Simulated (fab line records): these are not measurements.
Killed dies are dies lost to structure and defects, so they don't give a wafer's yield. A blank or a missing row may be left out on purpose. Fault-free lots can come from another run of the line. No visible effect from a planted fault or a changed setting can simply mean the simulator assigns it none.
Matching of chambers | flow n5_finfet | rie_diel-04 running N5_FIN_CUT_ETCH_21: 4 sister chambers
The step etches SOC in N2/H2, target depth 219 nm, overetch 43.8 nm, time 523.5 s. 4 wafers are shown with their chamber, then 9 later ones without.

== WAFERS WITH THEIR CHAMBER ==
wafer  | chamber | showerhead_plenum_p_Torr (Torr)
L079.4 | 0       | 2.51
L085.1 | 3       | 2.52
L085.4 | 1       | 2.42
L085.6 | 2       | 2.67

== WAFERS WITH NO CHAMBER GIVEN ==
wafer  | showerhead_plenum_p_Torr (Torr)
L093.2 | 2.42
L093.4 | 2.51
L093.6 | 2.67
L095.2 | 2.41
L095.5 | 2.67
L095.6 | 2.51
L097.1 | 2.51
L097.5 | 2.67
L097.6 | 2.51

== WHICH CHAMBER EACH WENT THROUGH ==
wafer  | from the rows above | in truth
L093.2 | 1                   | 1
L093.4 | 0                   | 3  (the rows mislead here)
L093.6 | 2                   | 2
L095.2 | 1                   | 1
L095.5 | 2                   | 2
L095.6 | 0                   | 0
L097.1 | 0                   | 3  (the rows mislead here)
L097.5 | 2                   | 2
L097.6 | 0                   | 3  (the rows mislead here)
Correctly placed: 6 of 9. Can't be placed from these rows: 0. 3 placed wrongly.
How it was worked out, from the rows above alone: a wafer's distance from a chamber is the root of the sum, over the readings, of the square of ((its reading less the chamber's mean) divided by the reading's scatter). If the next closest chamber is less than 2 further off than the closest, the wafer can't be placed; otherwise it belongs to the closest. Each chamber's mean is taken over the wafers shown for it. The scatter (one wafer shown for each chamber): square how far every hidden wafer sits from the nearest shown wafer, average those squares and take the square root.
